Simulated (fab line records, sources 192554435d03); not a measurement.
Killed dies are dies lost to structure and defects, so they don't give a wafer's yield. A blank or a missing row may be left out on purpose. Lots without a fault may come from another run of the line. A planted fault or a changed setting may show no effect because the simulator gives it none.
Chamber matching | flow n5_finfet | N5_BEOL_M0_SAQP_CUT_ETCH_46 on rie_diel-04: 4 sister chambers
The step etches SOC in N2/H2, target depth 135 nm, overetch 27 nm, time 202.5 s. 4 wafers are shown with their chamber, then 7 later ones without.

WAFERS WITH THEIR CHAMBER
wafer  | chamber | drypump_motor_current_A (A)
L081.3 | 3       | 6.4
L085.4 | 1       | 5.6
L088.1 | 2       | 4.7
L088.3 | 0       | 5.3

WAFERS WITHOUT THEIR CHAMBER
wafer  | drypump_motor_current_A (A)
L088.5 | 5.7
L092.2 | 5.6
L092.4 | 6.4
L092.6 | 5.6
L095.1 | 4.8
L095.2 | 5.6
L095.4 | 5.3

WHICH CHAMBER EACH WENT THROUGH
wafer  | from the rows above | in truth
L088.5 | 1                   | 1
L092.2 | 1                   | 1
L092.4 | 3                   | 3
L092.6 | 1                   | 1
L095.1 | 2                   | 2
L095.2 | 1                   | 1
L095.4 | 0                   | 0
Placed correctly: 7 of 7. Can't be placed from these rows: 0. Placed wrongly: 0.
How it was worked out, from the rows above alone: a wafer's distance from a chamber is the root of the sum, over the readings, of the square of ((its reading less the chamber's mean) divided by the reading's scatter). The wafer belongs to the nearest chamber; if the next one is less than 2 further off, it can't be placed. A chamber's mean is the mean of its shown wafers. The scatter: with one shown wafer a chamber, the root of the mean of the squares of how far each hidden wafer lies from its nearest shown one.
